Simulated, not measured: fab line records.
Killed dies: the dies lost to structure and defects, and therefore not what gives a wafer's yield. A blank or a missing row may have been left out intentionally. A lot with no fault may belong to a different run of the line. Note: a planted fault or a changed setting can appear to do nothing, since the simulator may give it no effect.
The tool behind it: which one? -- flow n5-finfet -- 9 lots with 27 wafers sampled at 5 steps, on a route of 1938 steps

WHAT EACH GAUGE READ, for each wafer
N5_BEOL_M1_THK_MEAS_53: measures by xrf.
lot,measured,on,M1_THK (nm)
L300,day 7 06:11,film-metro-01,35.8 40.8 38.8
L301,day 7 11:07,film-metro-02,39.7 39.0 41.2
L304,day 8 08:35,film-metro-02,35.7 37.8 36.2
L311,day 10 03:14,film-metro-02,40.5 42.5 42.8
L316,day 10 22:38,film-metro-02,300.2 296.8 300.5
L315,day 11 02:23,film-metro-01,303.1 308.5 302.9
L317,day 12 00:10,film-metro-02,297.6 307.3 299.5
L320,day 12 07:00,film-metro-01,41.4 38.3 38.5
L321,day 12 13:17,film-metro-02,40.2 40.4 40.2

WHICH TOOL RAN EACH LOT (tool, then ch and the chambers of the sampled wafers, then the start)
lot,N5_BEOL_M1_SPUTTER_81,N5_BEOL_M1_ANNEAL_91,N5_BEOL_M1_SPUTTER_92,N5_BEOL_M1_CMP_52
L300,"pvd-sputter-01, day 7 03:46","pvd-sputter-01, day 7 04:30","pvd-sputter-01, day 7 04:38","cmp-03 ch 1,2, day 7 05:56"
L301,"pvd-sputter-02, day 7 09:01","pvd-sputter-02, day 7 09:45","pvd-sputter-02, day 7 09:53","cmp-01 ch 0,1, day 7 10:50"
L304,"pvd-sputter-01, day 8 06:18","pvd-sputter-01, day 8 07:02","pvd-sputter-01, day 8 07:11","cmp-03 ch 0,1, day 8 08:17"
L311,"pvd-sputter-02, day 10 01:08","pvd-sputter-02, day 10 01:52","pvd-sputter-02, day 10 02:01","cmp-01 ch 0,2,3, day 10 02:59"
L316,"pvd-sputter-02, day 10 20:31","pvd-sputter-02, day 10 21:16","pvd-sputter-02, day 10 21:24","cmp-01 ch 0,2,3, day 10 22:25"
L315,"pvd-sputter-03, day 11 00:16","pvd-sputter-03, day 11 01:01","pvd-sputter-03, day 11 01:09","cmp-03 ch 0,1, day 11 02:06"
L317,"pvd-sputter-02, day 11 22:03","pvd-sputter-02, day 11 22:47","pvd-sputter-02, day 11 22:56","cmp-01 ch 0,2,3, day 11 23:52"
L320,"pvd-sputter-01, day 12 04:53","pvd-sputter-01, day 12 05:38","pvd-sputter-01, day 12 05:46","cmp-03 ch 1,2,3, day 12 06:44"
L321,"pvd-sputter-01, day 12 10:55","pvd-sputter-01, day 12 11:39","pvd-sputter-01, day 12 11:47","cmp-01 ch 0,1,2, day 12 13:02"
- N5_BEOL_M1_SPUTTER_81: material Cu, target thk 4.5 nm, time 8.29 s.
- N5_BEOL_M1_ANNEAL_91: time 240 s.
- N5_BEOL_M1_SPUTTER_92: material Cu, target thk 4.5 nm, time 8.29 s.
- N5_BEOL_M1_CMP_52: polishes, stops on SiOC, t overpolish 6.8 s, target thk 40 nm.

THE ANSWER, worked out from the rows above alone
Rule: the lots themselves supply what counts as usual. The widest of any qualifying gaps counts: lots, ordered by their means at a reading, are off when they make up no more than a third of the lots, leave a main group of 4 or more, and stand apart from it by 3 or more times the standard deviation of that group's means. The tables above print the reading to a certain number of digits; a main group whose means all agree to those digits is not used. A lot without any number at a reading at which 4 lots or more have one is off too. Any other lot the step has rows for is counted as sound.
Off: L316, L315, L317, seen at N5_BEOL_M1_THK_MEAS_53 (M1_THK). Main group: mean 39.4 nm, sd 1.7.
A tool fits if, at a process step before that reading, it ran every lot that is off, and no sound lot after the first of them. The gauges at N5_BEOL_M1_THK_MEAS_53 are tried like those tools. No candidate that was tried fits.

WHAT THE SIMULATOR PUT IN
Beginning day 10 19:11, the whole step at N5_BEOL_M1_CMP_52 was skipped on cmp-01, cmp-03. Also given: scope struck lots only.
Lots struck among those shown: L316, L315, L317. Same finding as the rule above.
